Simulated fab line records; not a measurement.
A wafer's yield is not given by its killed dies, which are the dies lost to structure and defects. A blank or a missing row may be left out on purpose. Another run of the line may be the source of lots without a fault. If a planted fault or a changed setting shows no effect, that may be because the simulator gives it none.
Which of the tools did it?    flow n5Finfet    33 wafers from 12 lots sampled at 5 of the route's 1938 steps

## WHAT THE GAUGES READ, wafer by wafer
N5_WELL_APT_CD_MEAS_25: the cd target is 200 nm.
lot   measured     on        cdNm (nm)
L628  day 1 15:37  cdSem-03  199.6 196.9 199.9
L630  day 2 02:56  cdSem-01  201.6 201.8 203.6
L632  day 2 15:13  cdSem-03  199.2 195.8 196.5
L633  day 2 21:44  cdSem-03  198.9 199.9 197.9
L636  day 3 14:53  cdSem-01  199.9 202.1
L637  day 3 21:10  cdSem-03  200.0 203.3 201.7
L638  day 4 02:43  cdSem-01  201.1 197.4 200.8
L640  day 4 16:12  cdSem-01  202.4 198.3 198.9
L641  day 4 21:18  cdSem-03  197.1 200.6 200.9
L643  day 5 09:03  cdSem-02  203.3 199.3 201.0
L647  day 6 09:38  cdSem-03  201.5 202.6
L650  day 7 04:13  cdSem-01  201.8 204.2

N5_WELL_APT_INSPECT_38: inspects for defects (darkfield).
lot   measured     on                rawDefectCount
L628  day 1 18:36  defectInspect-02  13 9 8
L630  day 2 04:59  defectInspect-01  16 11 14
L632  day 2 17:16  defectInspect-01  15 17 20
L633  day 2 23:44  defectInspect-02  13 9 11
L636  day 3 16:38  defectInspect-02  10 10
L637  day 3 22:55  defectInspect-02  16 9 10
L638  day 4 04:53  defectInspect-01  10 20 14
L640  day 4 18:28  defectInspect-02  26 14 17
L641  day 4 23:21  defectInspect-01  10 13 4
L643  day 5 11:02  defectInspect-02  13 10 12
L647  day 6 12:11  defectInspect-01  8 7
L650  day 7 06:17  defectInspect-01  12 18

N5_PMOS_HMC_CHANNEL_EPI_THK_MEAS_22.
lot   measured     on            HMC_CMP_THK (nm)
L628  day 1 21:27  filmMetro-01  55.4 54.1 53.8
L630  day 2 07:41  filmMetro-02  54.7 55.6 55.6
L632  day 2 20:07  filmMetro-02  53.6 54.2 54.3
L633  day 3 03:02  filmMetro-01  53.0 52.7 54.4
L636  day 3 19:26  filmMetro-01  52.9 53.9
L637  day 4 01:58  filmMetro-02  54.6 54.6 54.0
L638  day 4 07:53  filmMetro-02  56.0 53.5 53.7
L640  day 4 21:14  filmMetro-01  53.2 54.9 54.1
L641  day 5 02:16  filmMetro-01  53.7 54.5 54.6
L643  day 5 13:42  filmMetro-01  55.4 54.4 54.2
L647  day 6 15:04  filmMetro-01  34.8 35.4
L650  day 7 09:10  filmMetro-02  54.7 35.0

## EACH LOT AND THE TOOL THAT RAN IT (in order: tool; ch and the chambers of the sampled wafers; start)
lot   N5_WELL_APT_DESCUM_30             N5_PMOS_HMC_CHANNEL_EPI_FIN_RECESS_16
L628  rieDiel-05 ch 0,1,3, day 1 16:42  rieSi-01 ch 0,2,3, day 1 19:39
L630  rieDiel-05 ch 1,2,3, day 2 03:15  rieSi-02 ch 0,3, day 2 05:52
L632  rieDiel-06 ch 1,2,3, day 2 15:19  rieSi-02 ch 1,2,3, day 2 18:19
L633  rieDiel-01 ch 0,1,3, day 2 21:50  rieSi-04 ch 0,1,3, day 3 01:13
L636  rieDiel-01 ch 3, day 3 15:00      rieSi-01 ch 1,3, day 3 17:38
L637  rieDiel-06 ch 1,2,3, day 3 21:15  rieSi-01 ch 2,3, day 4 00:09
L638  rieDiel-05 ch 0,3, day 4 03:04    rieSi-01 ch 0,3, day 4 06:05
L640  rieDiel-05 ch 0,2, day 4 16:35    rieSi-04 ch 0,1,2, day 4 19:26
L641  rieDiel-05 ch 0,2,3, day 4 21:23  rieSi-01 ch 1,2,3, day 5 00:28
L643  rieDiel-05 ch 0,3, day 5 09:20    rieSi-02 ch 1,2,3, day 5 11:53
L647  rieDiel-01 ch 0,1, day 6 10:32    rieSi-02 ch 0,2, day 6 13:14
L650  rieDiel-05 ch 1,2, day 7 04:34    rieSi-02 ch 1,2, day 7 07:21
- N5_WELL_APT_DESCUM_30: chemistry O2, time 7.9 s.
- N5_PMOS_HMC_CHANNEL_EPI_FIN_RECESS_16: chemistry HBr/Cl2, target Si, target depth 54 nm, time 18 s.

## WHAT THE TOOLS THEMSELVES READ (means of the sampled wafers that have a number; where no wafer has one, the mark that the record gives instead)
N5_WELL_APT_DESCUM_30.
lot   tool        drypumpMotorCurrentA (A)  oesProductAu (a.u.)  rfVppV (V)  showerheadPlenumPTorr (Torr)  throttleValvePct (%)
L628  rieDiel-05  6.0                       0.77                 244.0       2.12                          20.38
L630  rieDiel-05  6.0                       0.70                 243.0       2.09                          20.64
L632  rieDiel-06  5.5                       0.80                 245.0       2.13                          20.41
L633  rieDiel-01  5.7                       0.87                 243.9       2.16                          20.45
L636  rieDiel-01  5.6                       0.72                 244.9       2.18                          20.63
L637  rieDiel-06  5.5                       0.78                 243.9       2.13                          20.41
L638  rieDiel-05  6.1                       0.75                 244.9       2.14                          20.31
L640  rieDiel-05  5.8                       0.91                 242.1       2.08                          20.40
L641  rieDiel-05  5.9                       0.83                 243.4       2.11                          20.37
L643  rieDiel-05  6.1                       0.74                 245.1       2.14                          20.33
L647  rieDiel-01  5.8                       0.88                 242.8       2.14                          20.42
L650  rieDiel-05  5.8                       0.91                 242.9       2.04                          20.52

N5_PMOS_HMC_CHANNEL_EPI_FIN_RECESS_16.
lot   tool      HBr_flow_sccm (sccm)  drypumpMotorCurrentA (A)  heBacksideLeakSccm (sccm)  oesProductAu (a.u.)  throttleValvePct (%)
L628  rieSi-01  150.1                 6.0                       2.76                       0.992                35.8
L630  rieSi-02  149.5                 6.1                       2.87                       1.024                35.4
L632  rieSi-02  149.6                 5.8                       2.73                       0.988                35.1
L633  rieSi-04  150.1                 6.1                       2.74                       0.979                35.3
L636  rieSi-01  149.7                 5.9                       2.61                       0.974                35.7
L637  rieSi-01  150.2                 6.3                       3.03                       0.981                35.8
L638  rieSi-01  150.5                 6.1                       2.65                       0.991                35.9
L640  rieSi-04  149.8                 6.1                       3.04                       0.982                35.5
L641  rieSi-01  149.7                 6.0                       2.74                       0.996                35.7
L643  rieSi-02  149.7                 5.8                       2.72                       0.995                35.1
L647  rieSi-02  150.1                 5.6                       2.83                       0.795                35.5
L650  rieSi-02  150.8                 5.7                       2.79                       0.884                35.2

## THE ANSWER, worked out from the rows above alone
Rule: usual is defined by the lots themselves. Put in order of their means at a reading, lots are off if they are a third of the lots or fewer, leave a main group of 4 or more, and stand apart from it by a gap of 3 or more times the standard deviation of the main group's means; of several such gaps the widest counts. Not used: any main group whose means are identical at the precision the tables above print for the reading. Also off: a lot with no number at a reading for which 4 or more lots have one. Where the step has rows for the other lots, those lots are counted as sound. First the gauges in route order, then the tools' own readings, where a lot's mean is used as printed above. At the first step where some lot is off, the reading lying furthest off is the one used; lots without a number count as furthest.
Off: L647, L650, at N5_PMOS_HMC_CHANNEL_EPI_THK_MEAS_22 (HMC_CMP_THK). For the main group the mean is 54.2 nm and the standard deviation 0.54.
A tool fits if, at a process step before that reading, it ran every lot that is off, and no sound lot after the first of them. The gauges at N5_PMOS_HMC_CHANNEL_EPI_THK_MEAS_22 aren't tried: what is off there is off at N5_PMOS_HMC_CHANNEL_EPI_FIN_RECESS_16 too, on other tools, and a gauge's error can't cause that. One fits: rieSi-02 at N5_PMOS_HMC_CHANNEL_EPI_FIN_RECESS_16. A fault onset in the window from L643 (day 5 11:53, its last sound lot) to L647 (day 6 13:14, its first lot off) fits.
The tool's own readings at N5_PMOS_HMC_CHANNEL_EPI_FIN_RECESS_16 bear it out: on the lots that are off they differ by more than 5 times the standard deviation of the sound lots' means. oesProductAu reads 0.840 a.u. there against 0.990 a.u. on the sound lots.

## WHAT THE SIMULATOR HAD INSERTED
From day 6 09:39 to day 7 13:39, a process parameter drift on rieSi-02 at N5_PMOS_HMC_CHANNEL_EPI_FIN_RECESS_16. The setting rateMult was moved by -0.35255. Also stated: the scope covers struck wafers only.
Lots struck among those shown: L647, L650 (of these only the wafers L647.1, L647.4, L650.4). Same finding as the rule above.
